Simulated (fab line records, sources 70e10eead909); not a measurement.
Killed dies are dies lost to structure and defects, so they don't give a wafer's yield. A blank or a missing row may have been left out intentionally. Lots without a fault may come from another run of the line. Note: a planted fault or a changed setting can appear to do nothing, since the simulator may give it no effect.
fab line records	flow nand_harc
record: lots: 13	wafers: 39	last_day: 32
route steps=1302 shown P_M0@273 THIN_TSV@1268 END@1302
lots with no fault: from the same line, run without faults
start_h: hours from the record's opening day to when the first of the lot's shown wafers began	wait_h: hours elapsed since this lot's preceding step	" as in the row above	L1.1+2: a single row standing in for several wafers	- either no value or no given start	* or withheld: withheld	< > ~ a bound
route shown NAME@n: NAME is a module with steps in the file, n the number in the route of the first one	usual: mean/standard deviation taken from wafers without a fault	same: alike in all rows	chamber/n: place in a boat	sites: per-site readings	_std_site: how widely they spread, as a standard deviation	_edge_site: the outer-site mean with the inner-site mean subtracted	radius_mm: how far each site lies from the wafer's centre	mask NAME#n: copy n	behind: the tool/chamber that last shaped the wafer	hold: why the lot was held/for how many hours/how that ended	device: the transistor (n, p or np) that didn't switch	end of line: the tests these same wafers got at the end of their route	step lacking rows: just its recipe	killed: count of dies lost to structure and defects at first sort (not the wafer's yield)	map: dies across one wafer; x = killed, . = not, _ = none there
set.NAME: setting as actually run; set.NAME@STEP: the setting as run at that earlier step	model.NAME: the simulator's own value behind a step, which no gauge read
a sample of lots followed through the steps of the route, with each step as a table and each wafer as a row
services: when a tool's chamber went out of use (start_h, in hours from the record's first day, below 0 if earlier), for how many hours, and the reason
== steps ==
step: NHARC_P_M0_PRE_CLEAN_29
recipe: time_s: 30	temp_c: 280	gas: H2/He
usual: heater_power_w: 393/45
lot.wafer	tool	chamber	start_h	wait_h	heater_power_w
L505.3	pvd_sputter-01	-	103.49	-	336
L505.2	"	-	"	"	434
L505.6	"	-	"	"	373
L506.3	pvd_sputter-02	-	107.91	-	391
L506.6	"	-	"	"	479
L506.5	"	-	"	"	457
L507.4	pvd_sputter-01	-	117.63	-	445
L507.2	"	-	"	"	348
L507.5	"	-	"	"	442
L509.1	pvd_sputter-01	-	139.14	-	355
L509.4	"	-	"	"	439
L509.6	"	-	"	"	353
L508.4	pvd_sputter-03	-	156.52	-	410
L508.3	"	-	"	"	367
L508.5	"	-	"	"	411
L515.4	pvd_sputter-03	-	202.24	-	363
L515.1	"	-	"	"	353
L515.2	"	-	"	"	411
L516.1	pvd_sputter-02	-	206.10	-	369
L516.3	"	-	"	"	356
L516.6	"	-	"	"	480
L517.2	pvd_sputter-03	-	220.32	-	356
L517.3	"	-	"	"	407
L517.6	"	-	"	"	370
L519.4	pvd_sputter-01	-	240.60	-	367
L519.2	"	-	"	"	444
L519.5	"	-	"	"	325
L521.4	pvd_sputter-01	-	261.21	-	359
L521.3	"	-	"	"	437
L521.6	"	-	"	"	359
L523.3	pvd_sputter-02	-	281.64	-	369
L523.5	"	-	"	"	368
L523.6	"	-	"	"	479
L526.4	pvd_sputter-01	-	314.08	-	364
L526.2	"	-	"	"	324
L526.5	"	-	"	"	354
L527.1	pvd_sputter-03	-	319.38	-	386
L527.4	"	-	"	"	362
L527.2	"	-	"	"	406
step: NHARC_THIN_TSV_ETCHBACK_48
recipe: target_depth_a: 10285	over_etch_frac: 0.3	time_s: 405.17	ion_energy_ev: 250	c4f8_flow_sccm: withheld	ar_flow_sccm: withheld	rf_w: 600	bias_w: 300	chemistry: C4F8/Ar
usual: oes_product_au: 0.940/0.028	rf_vpp_V: 547/3
lot.wafer	tool	chamber	start_h	wait_h	oes_product_au	rf_hours_counter_h	rf_vpp_V
L505.3	rie_diel-04	1	553.30	-	0.991	4.2	544
L505.2	"	0	"	"	0.995	3.8	548
L505.6	"	1	"	"	0.999	-	543
L506.3	rie_diel-12	1	555.41	-	0.932	7.6	550
L506.6	"	2	"	"	0.930	-	552
L506.5	"	3	"	"	0.937	-	551
L507.2	rie_diel-12	1	556.61	-	0.921	7.7	550
L507.4	"	0	"	"	0.912	7.3	545
L507.5	"	1	"	"	0.920	-	551
L509.1	rie_diel-04	0	558.01	-	0.922	4.3	548
L509.4	"	1	"	"	0.910	5.0	544
L509.6	"	3	"	"	0.924	-	544
L508.3	rie_diel-04	0	579.50	-	0.982	5.6	546
L508.4	"	2	"	"	0.955	6.0	543
L508.5	"	1	"	"	0.958	-	544
L516.3	rie_diel-03	2	631.40	-	0.972	0.9	547
L516.1	"	3	"	"	0.956	0.7	546
L516.6	"	3	"	"	0.960	-	546
L515.1	rie_diel-04	0	632.49	-	0.929	8.3	546
L515.2	"	1	"	"	0.916	9.4	544
L515.4	"	3	"	"	0.912	8.0	543
L517.3	rie_diel-12	3	654.31	-	0.927	3.6	551
L517.2	"	0	"	"	0.925	3.1	544
L517.6	"	3	"	"	0.915	-	551
L519.4	rie_diel-04	3	661.51	-	0.915	8.8	544
L519.2	"	1	"	"	0.919	10.5	544
L519.5	"	3	"	"	0.927	-	543
L521.4	rie_diel-03	1	666.45	-	0.937	4.3	551
L521.3	"	0	"	"	0.918	4.4	550
L521.6	"	1	"	"	0.938	-	550
L523.3	rie_diel-04	2	697.32	-	0.975	0.3	544
L523.5	"	1	"	"	0.954	-	545
L523.6	"	2	"	"	0.974	-	543
L527.2	rie_diel-03	1	743.10	-	0.936	6.0	553
L527.4	"	3	"	"	0.922	5.5	545
L527.1	"	0	"	"	0.923	5.9	549
L526.4	rie_diel-12	1	744.24	-	0.919	8.1	549
L526.2	"	0	"	"	0.922	8.2	546
L526.5	"	1	"	"	0.931	-	550
step: NHARC_THIN_TSV_ANNEAL_52
recipe: temp_c: 225	time_s: 90
usual: anneal_temp_c: 225.06/0.17	anneal_temp_c_max: 226.12/0.26	wafer_temp_C_max: 226.1/0.3
lot.wafer	tool	chamber	start_h	wait_h	anneal_temp_c	anneal_temp_c_max	wafer_temp_C_max
L505.2	rtp_anneal-01	0	555.07	0.6	225.36	226.64	226.4
L505.3	"	0	"	"	225.03	225.74	226.3
L505.6	"	0	"	"	225.11	225.97	226.7
L506.3	rtp_anneal-02	0	557.12	0.5	224.93	225.97	226.0
L506.5	"	0	"	"	225.08	226.00	226.4
L506.6	"	0	"	"	225.15	226.20	226.1
L507.2	rtp_anneal-02	0	558.40	0.7	224.98	226.33	225.7
L507.4	"	0	"	"	225.03	226.43	225.7
L507.5	"	0	"	"	224.79	225.96	225.7
L509.1	rtp_anneal-01	0	559.70	0.6	225.22	226.46	226.3
L509.4	"	0	"	"	225.31	226.43	226.4
L509.6	"	0	"	"	225.27	226.10	226.2
L508.3	rtp_anneal-02	0	581.32	0.4	224.96	225.88	225.8
L508.4	"	0	"	"	224.87	226.09	226.1
L508.5	"	0	"	"	225.17	225.88	225.6
L516.1	rtp_anneal-02	0	633.16	0.6	225.36	226.27	225.6
L516.3	"	0	"	"	225.18	226.33	226.2
L516.6	"	0	"	"	225.38	226.53	226.4
L515.1	rtp_anneal-02	0	634.21	0.5	225.29	226.50	226.1
L515.2	"	0	"	"	225.15	226.49	225.5
L515.4	"	0	"	"	225.07	226.51	225.8
L517.2	rtp_anneal-02	0	656.06	0.7	225.02	226.18	225.9
L517.3	"	0	"	"	224.81	225.94	226.3
L517.6	"	0	"	"	225.07	225.99	225.9
L519.2	rtp_anneal-02	0	663.35	0.8	224.98	226.14	225.8
L519.4	"	0	"	"	224.93	226.12	225.6
L519.5	"	0	"	"	225.07	226.07	225.9
L521.3	rtp_anneal-01	0	668.26	0.4	225.22	226.17	226.2
L521.4	"	0	"	"	225.21	226.18	226.4
L521.6	"	0	"	"	225.34	226.50	226.3
L523.3	rtp_anneal-02	0	699.10	0.5	225.18	226.71	225.9
L523.5	"	0	"	"	224.80	225.71	226.0
L523.6	"	0	"	"	224.72	225.68	226.1
L527.1	rtp_anneal-01	0	744.81	0.6	224.88	225.78	226.7
L527.2	"	0	"	"	224.90	225.66	226.5
L527.4	"	0	"	"	224.99	226.28	226.5
L526.2	rtp_anneal-02	0	746.02	0.7	224.85	226.01	226.0
L526.4	"	0	"	"	225.13	226.14	225.8
L526.5	"	0	"	"	225.21	226.22	225.9
step: NHARC_THIN_TSV_CD_MEAS_37
usual: cd_nm: 5001/3.3
lot.wafer	tool	chamber	start_h	wait_h	cd_nm
L505.2	cd_sem-03	-	558.70	-	4995
L505.3	"	-	"	"	5002
L505.6	"	-	"	"	5000
L506.3	cd_sem-02	-	560.54	-	4999
L506.5	"	-	"	"	5000
L506.6	"	-	"	"	5002
L507.2	cd_sem-02	-	561.63	-	5003
L507.4	"	-	"	"	5001
L507.5	"	-	"	"	5001
L509.1	cd_sem-01	-	563.33	-	5006
L509.4	"	-	"	"	5003
L509.6	"	-	"	"	5004
L508.3	cd_sem-01	-	584.93	-	5003
L508.4	"	-	"	"	4998
L508.5	"	-	"	"	5003
L516.1	cd_sem-01	-	636.55	-	5005
L516.3	"	-	"	"	5006
L516.6	"	-	"	"	5003
L515.1	cd_sem-02	-	637.62	-	4998
L515.2	"	-	"	"	4999
L515.4	"	-	"	"	4998
L517.2	cd_sem-01	-	659.39	-	5003
L517.3	"	-	"	"	5000
L517.6	"	-	"	"	5003
L519.2	cd_sem-01	-	666.58	-	5000
L519.4	"	-	"	"	4999
L519.5	"	-	"	"	5002
L521.3	cd_sem-01	-	671.56	-	5003
L521.4	"	-	"	"	4998
L521.6	"	-	"	"	5003
L523.3	cd_sem-01	-	702.41	-	4999
L523.5	"	-	"	"	4998
L523.6	"	-	"	"	4999
L527.1	cd_sem-02	-	748.20	-	5002
L527.2	"	-	"	"	5006
L527.4	"	-	"	"	5006
L526.2	cd_sem-01	-	749.21	-	4999
L526.4	"	-	"	"	5003
L526.5	"	-	"	"	5000
step: NHARC_END_SORT_01
recipe: temp_c: 25
usual: defect_limited_yield: 90.1/2.5	killed_at_array: 62/18	killed_at_other: 0.9/1.2	killed_at_periphery: 4.2/2.9	killed_dies: 67/17	killed_open: 3.6/1.9	killed_short: 2.5/1.6
same: gross_dies: 677
lot.wafer	tool	chamber	start_h	wait_h	defect_limited_yield[%]	killed_at_array	killed_at_other	killed_at_periphery	killed_dies	killed_open	killed_short
L505.2	prober-01	0	594.83	2.8	89.5	65	0	6	71	1	2
L505.3	prober-01	0	595.63	3.1	89.5	63	1	7	71	5	0
L505.6	prober-01	0	598.02	4.0	90.0	65	1	2	68	4	1
L509.1	prober-01	0	601.80	2.5	86.6	89	1	1	91	4	6
L509.4	prober-01	0	604.22	3.4	91.7	55	0	1	56	5	1
L509.6	prober-01	0	605.84	4.0	87.9	77	0	5	82	5	3
L507.2	prober-02	0	602.33	2.8	88.5	69	5	4	78	6	2
L507.4	prober-02	0	603.92	3.4	89.8	66	1	2	69	6	3
L507.5	prober-02	0	604.72	3.7	90.0	62	2	4	68	5	1
L506.3	prober-02	0	610.92	3.1	91.9	49	0	6	55	5	5
L506.5	prober-02	0	612.49	3.6	90.7	54	0	9	63	3	0
L506.6	prober-02	0	613.27	3.9	90.8	59	0	3	62	3	3
L508.3	prober-02	0	618.68	3.1	87.1	73	1	13	87	3	4
L508.4	prober-02	0	619.47	3.4	87.4	75	1	9	85	6	2
L508.5	prober-02	0	620.26	3.7	88.2	71	0	9	80	5	4
L516.1	prober-01	0	647.54	2.5	90.3	61	2	3	66	1	3
L516.3	prober-01	0	649.15	3.1	89.2	62	4	7	73	2	1
L516.6	prober-01	0	651.58	4.0	91.7	48	1	7	56	0	2
L515.1	prober-02	0	647.57	2.5	89.2	72	0	1	73	4	1
L515.2	prober-02	0	648.37	2.8	86.1	75	0	19	94	1	5
L515.4	prober-02	0	649.95	3.4	89.1	73	0	1	74	3	2
L517.2	prober-02	0	667.73	2.8	92.9	41	0	7	48	1	3
L517.3	prober-02	0	668.52	3.1	90.8	42	3	17	62	2	5
L517.6	prober-02	0	670.90	4.0	94.1	31	1	8	40	2	1
L519.2	prober-01	0	675.53	2.8	94.7	29	1	6	36	3	2
L519.4	prober-01	0	677.12	3.4	93.5	30	2	12	44	6	1
L519.5	prober-01	0	677.92	3.7	94.5	29	2	6	37	4	1
L521.3	prober-01	0	684.04	3.1	95.1	28	0	5	33	1	4
L521.4	prober-01	0	684.84	3.4	94.4	31	0	7	38	1	1
L521.6	prober-01	0	686.44	4.0	93.9	33	0	8	41	6	3
L523.3	prober-02	0	711.57	3.1	90.1	54	5	8	67	4	1
L523.5	prober-02	0	713.19	3.7	89.5	61	1	9	71	7	3
L523.6	prober-02	0	714.00	4.1	90.4	59	2	4	65	7	5
L527.1	prober-01	0	753.90	2.5	93.8	41	1	0	42	6	0
L527.2	prober-01	0	754.69	2.8	93.1	46	0	1	47	2	3
L527.4	prober-01	0	756.28	3.4	93.1	42	1	4	47	3	2
L526.2	prober-01	0	762.47	2.8	92.3	51	0	1	52	3	1
L526.4	prober-01	0	764.11	3.5	92.3	48	1	3	52	8	2
L526.5	prober-01	0	764.93	3.8	92.2	50	0	3	53	5	3
killed by level:class
L505.2 A_SLIT:chamber_film_flake=24 A_CHANNEL_HOLE_D1:chamber_film_flake=18 A_CHANNEL_HOLE_D2:chamber_film_flake=8 A_STAIRCASE:chamber_film_flake=4 A_CONTACT:chamber_film_flake=4 P_GATE:chamber_film_flake=3 A_ZERO_WELL:chamber_film_flake=2 A_WL_FILL:chamber_film_flake=2
L505.3 A_CHANNEL_HOLE_D1:chamber_film_flake=21 A_SLIT:chamber_film_flake=20 A_CHANNEL_HOLE_D2:chamber_film_flake=9 P_BONDPAD:chamber_film_flake=5 A_STAIRCASE:chamber_film_flake=5 A_ZERO_WELL:chamber_film_flake=2 P_GATE:geometric_particle:open=1 A_SOURCE_PLATE:geometric_particle:open=1
L505.6 A_CHANNEL_HOLE_D1:chamber_film_flake=26 A_SLIT:chamber_film_flake=24 A_STAIRCASE:chamber_film_flake=4 A_CHANNEL_HOLE_D2:chamber_film_flake=4 A_CONTACT:chamber_film_flake=2 P_M1:geometric_particle:open=1 A_CHANNEL_FILL_D1:geometric_particle:short=1 A_CHANNEL_FILL_D1:geometric_particle:open=1
L509.1 A_CHANNEL_HOLE_D2:chamber_film_flake=34 A_CHANNEL_HOLE_D1:chamber_film_flake=31 A_STAIRCASE:chamber_film_flake=5 A_SGD_CUT:chamber_film_flake=3 A_CONTACT:chamber_film_flake=3 A_WL_FILL:geometric_particle:short=2 A_WL_FILL:chamber_film_flake=2 A_CHANNEL_FILL_D1:geometric_particle:short=1
L507.2 A_CHANNEL_HOLE_D2:chamber_film_flake=28 A_SLIT:chamber_film_flake=22 A_CHANNEL_HOLE_D1:chamber_film_flake=4 THIN_TSV:chamber_film_flake=4 A_DECK1_JOINT:chamber_film_flake=3 A_CONTACT:chamber_film_flake=3 P_CONTACT:geometric_particle:open=2 A_ZERO_WELL:chamber_film_flake=2
L507.4 A_SLIT:chamber_film_flake=24 A_CHANNEL_HOLE_D2:chamber_film_flake=23 A_CONTACT:chamber_film_flake=5 A_STAIRCASE:chamber_film_flake=3 A_M0:geometric_particle:open=2 P_M1:geometric_particle:open=1 A_CHANNEL_HOLE_D2:geometric_particle:open=1 A_CHANNEL_HOLE_D2:geometric_particle:short=1
L509.4 A_CHANNEL_HOLE_D2:chamber_film_flake=22 A_CHANNEL_HOLE_D1:chamber_film_flake=21 A_BLC:geometric_particle:open=2 A_STAIRCASE:chamber_film_flake=2 A_SGD_CUT:chamber_film_flake=2 A_CONTACT:chamber_film_flake=2 P_CONTACT:geometric_particle:open=1 A_DECK1_JOINT:geometric_particle:open=1
L507.5 A_CHANNEL_HOLE_D2:chamber_film_flake=24 A_SLIT:chamber_film_flake=22 A_CONTACT:chamber_film_flake=5 A_CONTACT:geometric_particle:open=2 THIN_TSV:chamber_film_flake=2 P_BONDPAD:chamber_film_flake=2 A_STAIRCASE:chamber_film_flake=2 A_ONON_D1:geometric_particle:open=1
L509.6 A_CHANNEL_HOLE_D2:chamber_film_flake=32 A_CHANNEL_HOLE_D1:chamber_film_flake=26 A_STAIRCASE:chamber_film_flake=7 A_SGD_CUT:chamber_film_flake=3 A_CONTACT:chamber_film_flake=3 P_M1:chamber_film_flake=2 P_STI:geometric_particle:short=1 P_STI:geometric_particle:open=1
L506.3 A_CHANNEL_HOLE_D2:chamber_film_flake=32 A_STAIRCASE:chamber_film_flake=4 P_BONDPAD:chamber_film_flake=3 A_CHANNEL_FILL_D1:geometric_particle:open=2 A_CHANNEL_FILL_D1:geometric_particle:short=2 A_CHANNEL_HOLE_D1:chamber_film_flake=2 P_CONTACT:geometric_particle:open=1 A_CHANNEL_HOLE_D1:geometric_particle:open=1
L506.5 A_CHANNEL_HOLE_D2:chamber_film_flake=29 A_STAIRCASE:chamber_film_flake=7 A_DECK1_JOINT:chamber_film_flake=6 A_CHANNEL_HOLE_D1:chamber_film_flake=4 P_ZERO_WELL:chamber_film_flake=3 P_STI:chamber_film_flake=3 A_CONTACT:chamber_film_flake=3 P_BONDPAD:chamber_film_flake=2
L506.6 A_CHANNEL_HOLE_D2:chamber_film_flake=34 A_STAIRCASE:chamber_film_flake=6 A_WL_FILL:chamber_film_flake=4 A_CONTACT:chamber_film_flake=4 A_CHANNEL_HOLE_D1:chamber_film_flake=2 A_DECK1_JOINT:chamber_film_flake=2 P_ZERO_WELL:chamber_film_flake=1 P_CONTACT:geometric_particle:open=1
L508.3 A_CHANNEL_HOLE_D1:chamber_film_flake=36 A_CHANNEL_HOLE_D2:chamber_film_flake=24 P_CONTACT:chamber_film_flake=6 P_M2:chamber_film_flake=4 A_CONTACT:chamber_film_flake=3 A_M0:geometric_particle:open=2 A_WL_FILL:chamber_film_flake=2 P_CONTACT:geometric_particle:short=1
L508.4 A_CHANNEL_HOLE_D2:chamber_film_flake=38 A_CHANNEL_HOLE_D1:chamber_film_flake=26 A_CHANNEL_FILL_D1:geometric_particle:open=3 P_GATE:chamber_film_flake=3 P_CONTACT:chamber_film_flake=3 P_M2:chamber_film_flake=2 P_GATE:geometric_particle:short=1 A_ONON_D1:geometric_particle:open=1
L508.5 A_CHANNEL_HOLE_D2:chamber_film_flake=36 A_CHANNEL_HOLE_D1:chamber_film_flake=23 P_CONTACT:chamber_film_flake=5 A_WL_FILL:chamber_film_flake=3 A_CHANNEL_FILL_D2:geometric_particle:short=2 P_M2:chamber_film_flake=2 P_CONTACT:geometric_particle:open=1 A_ONON_D1:geometric_particle:short=1
L516.1 A_SLIT:chamber_film_flake=19 A_CHANNEL_HOLE_D1:chamber_film_flake=13 A_CHANNEL_HOLE_D2:chamber_film_flake=12 A_CONTACT:chamber_film_flake=4 P_STI:chamber_film_flake=3 A_SGD_CUT:chamber_film_flake=3 A_CHANNEL_FILL_D1:chamber_film_flake=2 A_CHANNEL_FILL_D2:chamber_film_flake=2
L515.1 A_SLIT:chamber_film_flake=38 A_CHANNEL_HOLE_D1:chamber_film_flake=25 A_M0:geometric_particle:open=2 A_STAIRCASE:chamber_film_flake=2 A_SGD_CUT:chamber_film_flake=2 P_GATE:geometric_particle:short=1 A_CHANNEL_HOLE_D1:geometric_particle:open=1 A_CHANNEL_FILL_D1:geometric_particle:open=1
L515.2 A_CHANNEL_HOLE_D1:chamber_film_flake=37 A_SLIT:chamber_film_flake=28 P_M0:unspecified=18 A_CHANNEL_FILL_D1:geometric_particle:short=4 A_STAIRCASE:chamber_film_flake=2 A_CHANNEL_FILL_D2:geometric_particle:short=1 A_WL_FILL:geometric_particle:open=1 P_STI:chamber_film_flake=1
L516.3 A_SLIT:chamber_film_flake=23 A_CHANNEL_HOLE_D2:chamber_film_flake=13 A_CHANNEL_HOLE_D1:chamber_film_flake=9 A_SGD_CUT:chamber_film_flake=6 P_STI:chamber_film_flake=5 A_CONTACT:chamber_film_flake=5 THIN_TSV:chamber_film_flake=4 A_CHANNEL_FILL_D1:geometric_particle:open=1
L515.4 A_CHANNEL_HOLE_D1:chamber_film_flake=34 A_SLIT:chamber_film_flake=28 A_SGD_CUT:chamber_film_flake=4 A_CONTACT:chamber_film_flake=2 A_ONON_D1:geometric_particle:short=1 A_CHANNEL_HOLE_D1:geometric_particle:open=1 A_CHANNEL_FILL_D1:geometric_particle:open=1 A_CHANNEL_FILL_D1:geometric_particle:short=1
L516.6 A_SLIT:chamber_film_flake=24 A_CHANNEL_HOLE_D2:chamber_film_flake=9 P_STI:chamber_film_flake=4 A_CHANNEL_HOLE_D1:chamber_film_flake=4 A_SGD_CUT:chamber_film_flake=4 P_GATE:chamber_film_flake=2 A_WL_FILL:chamber_film_flake=2 A_CONTACT:chamber_film_flake=2
L517.2 A_CHANNEL_HOLE_D2:chamber_film_flake=19 A_CHANNEL_HOLE_D1:chamber_film_flake=8 P_BONDPAD:chamber_film_flake=4 A_SLIT:chamber_film_flake=4 A_STAIRCASE:chamber_film_flake=3 P_GATE:chamber_film_flake=2 A_CHANNEL_FILL_D1:geometric_particle:short=1 A_DECK1_JOINT:geometric_particle:short=1
L517.3 A_CHANNEL_HOLE_D2:chamber_film_flake=20 P_M0:unspecified=13 A_CHANNEL_HOLE_D1:chamber_film_flake=10 A_SLIT:chamber_film_flake=4 STARTING-WAFER:geometric_particle:short=2 A_BLC:chamber_film_flake=2 P_CONTACT:geometric_particle:open=1 P_CONTACT:geometric_particle:short=1
L517.6 A_CHANNEL_HOLE_D2:chamber_film_flake=14 A_CHANNEL_HOLE_D1:chamber_film_flake=8 P_BONDPAD:chamber_film_flake=5 A_SLIT:chamber_film_flake=2 A_CONTACT:chamber_film_flake=2 A_BLC:chamber_film_flake=2 P_CONTACT:geometric_particle:open=1 A_DECK1_JOINT:geometric_particle:short=1
L519.2 A_CONTACT:chamber_film_flake=8 A_CHANNEL_HOLE_D1:chamber_film_flake=8 P_GATE:chamber_film_flake=5 A_SLIT:chamber_film_flake=5 A_CHANNEL_HOLE_D2:chamber_film_flake=2 A_CHANNEL_HOLE_D1:geometric_particle:open=1 A_ONON_D2:geometric_particle:open=1 A_SLIT:geometric_particle:short=1
L519.4 A_CONTACT:chamber_film_flake=11 P_GATE:chamber_film_flake=8 A_CHANNEL_HOLE_D1:chamber_film_flake=6 A_SLIT:chamber_film_flake=4 A_ONON_D1:geometric_particle:open=3 P_M0:geometric_particle:open=2 P_BONDPAD:chamber_film_flake=2 A_CHANNEL_HOLE_D2:chamber_film_flake=2
L519.5 A_CHANNEL_HOLE_D1:chamber_film_flake=11 P_GATE:chamber_film_flake=5 A_CONTACT:chamber_film_flake=5 A_STAIRCASE:chamber_film_flake=3 A_SLIT:chamber_film_flake=3 THIN_TSV:chamber_film_flake=2 A_CHANNEL_HOLE_D2:chamber_film_flake=2 P_M1:geometric_particle:short=1
L521.3 A_CHANNEL_HOLE_D1:chamber_film_flake=9 A_WL_FILL:chamber_film_flake=4 A_STAIRCASE:chamber_film_flake=3 P_GATE:chamber_film_flake=2 P_M2:chamber_film_flake=2 A_CHANNEL_FILL_D2:chamber_film_flake=2 A_SLIT:chamber_film_flake=2 A_CHANNEL_FILL_D1:geometric_particle:short=1
L521.4 A_CHANNEL_HOLE_D1:chamber_film_flake=15 A_CONTACT:chamber_film_flake=6 A_WL_FILL:chamber_film_flake=5 P_M2:chamber_film_flake=4 A_SLIT:chamber_film_flake=2 P_M0:geometric_particle:open=1 A_WL_FILL:geometric_particle:short=1 P_STI:chamber_film_flake=1
L521.6 A_CHANNEL_HOLE_D1:chamber_film_flake=8 A_STAIRCASE:chamber_film_flake=8 P_M2:chamber_film_flake=3 A_CHANNEL_FILL_D1:chamber_film_flake=3 A_CONTACT:chamber_film_flake=3 A_ONON_D1:geometric_particle:open=2 A_WL_FILL:chamber_film_flake=2 P_CONTACT:geometric_particle:open=1
L523.3 A_SLIT:chamber_film_flake=38 P_BONDPAD:chamber_film_flake=5 A_CHANNEL_HOLE_D1:chamber_film_flake=5 A_STAIRCASE:chamber_film_flake=5 THIN_TSV:chamber_film_flake=5 P_CONTACT:geometric_particle:open=1 A_CHANNEL_FILL_D2:geometric_particle:short=1 A_STAIRCASE:geometric_particle:open=1
L523.5 A_SLIT:chamber_film_flake=33 A_CHANNEL_HOLE_D1:chamber_film_flake=8 A_STAIRCASE:chamber_film_flake=6 A_CONTACT:chamber_film_flake=5 P_GATE:chamber_film_flake=3 P_BONDPAD:chamber_film_flake=3 A_M0:geometric_particle:open=2 P_GATE:geometric_particle:open=1
L523.6 A_SLIT:chamber_film_flake=29 A_CHANNEL_HOLE_D1:chamber_film_flake=8 A_STAIRCASE:chamber_film_flake=8 A_DECK1_JOINT:geometric_particle:open=4 A_ONON_D2:geometric_particle:short=2 P_BONDPAD:chamber_film_flake=2 A_CONTACT:chamber_film_flake=2 THIN_TSV:chamber_film_flake=2
L527.1 A_CHANNEL_HOLE_D1:chamber_film_flake=16 A_SLIT:chamber_film_flake=7 A_CONTACT:chamber_film_flake=6 A_CHANNEL_HOLE_D2:chamber_film_flake=4 A_CHANNEL_FILL_D2:geometric_particle:open=2 A_M0:geometric_particle:open=2 A_ONON_D1:geometric_particle:open=1 A_CHANNEL_FILL_D1:geometric_particle:open=1
L527.2 A_CHANNEL_HOLE_D1:chamber_film_flake=20 A_CONTACT:chamber_film_flake=12 A_SLIT:chamber_film_flake=6 A_STAIRCASE:chamber_film_flake=2 P_CONTACT:geometric_particle:open=1 A_ONON_D1:geometric_particle:open=1 A_CHANNEL_FILL_D2:geometric_particle:short=1 A_SLIT:geometric_particle:short=1
L527.4 A_CHANNEL_HOLE_D1:chamber_film_flake=18 A_CONTACT:chamber_film_flake=10 A_SLIT:chamber_film_flake=7 P_STI:chamber_film_flake=2 P_M1:geometric_particle:short=1 A_SOURCE_PLATE:geometric_particle:open=1 A_ONON_D2:geometric_particle:open=1 A_WL_FILL:geometric_particle:open=1
L526.2 A_CHANNEL_HOLE_D2:chamber_film_flake=24 A_SLIT:chamber_film_flake=10 A_CONTACT:chamber_film_flake=6 A_CHANNEL_HOLE_D2:geometric_particle:open=2 A_CHANNEL_HOLE_D1:chamber_film_flake=2 A_ONON_D1:geometric_particle:open=1 A_DECK1_JOINT:geometric_particle:short=1 P_ZERO_WELL:chamber_film_flake=1
L526.4 A_CHANNEL_HOLE_D2:chamber_film_flake=24 A_SLIT:chamber_film_flake=7 A_M0:geometric_particle:open=4 A_CONTACT:chamber_film_flake=3 P_ZERO_WELL:chamber_film_flake=2 A_SOURCE_PLATE:geometric_particle:open=1 A_ONON_D1:geometric_particle:open=1 A_CHANNEL_FILL_D1:geometric_particle:open=1
L526.5 A_CHANNEL_HOLE_D2:chamber_film_flake=26 A_SLIT:chamber_film_flake=6 A_CONTACT:chamber_film_flake=5 A_ZERO_WELL:chamber_film_flake=3 P_M1:geometric_particle:open=2 A_CHANNEL_FILL_D1:geometric_particle:short=2 A_CHANNEL_HOLE_D1:geometric_particle:open=1 A_CHANNEL_FILL_D1:geometric_particle:open=1
== services ==
tool	chamber	start_h	hours	kind
rie_diel-12	3	90.28	3.9	repair
rie_diel-04	3	105.48	8.1	repair
rie_diel-04	-	153.90	9.0	pm
rie_diel-04	0	175.26	10.0	repair
pvd_sputter-01	-	202.00	10.0	pm
pvd_sputter-01	-	226.79	2.2	repair
rie_diel-04	-	230.46	1.1	repair
rie_diel-04	-	330.90	9.0	pm
pvd_sputter-01	-	378.81	1.7	repair
rie_diel-04	3	405.35	14.3	repair
rie_diel-04	2	449.60	5.0	repair
rie_diel-04	3	453.37	4.6	repair
pvd_sputter-01	-	502.33	0.5	repair
pvd_sputter-01	-	503.74	2.1	repair
rie_diel-04	-	508.03	9.0	pm
pvd_sputter-01	-	558.46	10.0	pm
rie_diel-04	-	568.34	0.2	repair
pvd_sputter-01	-	580.10	1.5	repair
pvd_sputter-01	-	620.69	11.8	repair
rie_diel-04	3	624.27	2.4	repair
rie_diel-04	-	685.03	9.0	pm
pvd_sputter-01	-	691.81	1.9	repair
rtp_anneal-02	-	720.00	12.0	pm
pvd_sputter-01	-	736.46	10.0	pm
== key ==
first_sign: step: NHARC_END_SORT_01	reading: killed_at_periphery	direction: up	sigmas: 4.7	usual: 4.2	struck: 18
effect none on later readings
met_at NHARC_P_M0_PRE_CLEAN_29
struck_lots L515,L517
struck_wafers L515.2,L517.3
not_acting_at NHARC_THIN_TSV_ETCHBACK_48,NHARC_THIN_TSV_ANNEAL_52,NHARC_THIN_TSV_CD_MEAS_37
onset_between 156.52 202.24
fault: kind: chamber_particle_source	tool: pvd_sputter-03	chamber: -	onset_h: 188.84	steps: NHARC_P_M0_PRE_CLEAN_29	rate_per_visit_cm2: 0.032612	end_h: 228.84	scope: struck_wafers_only
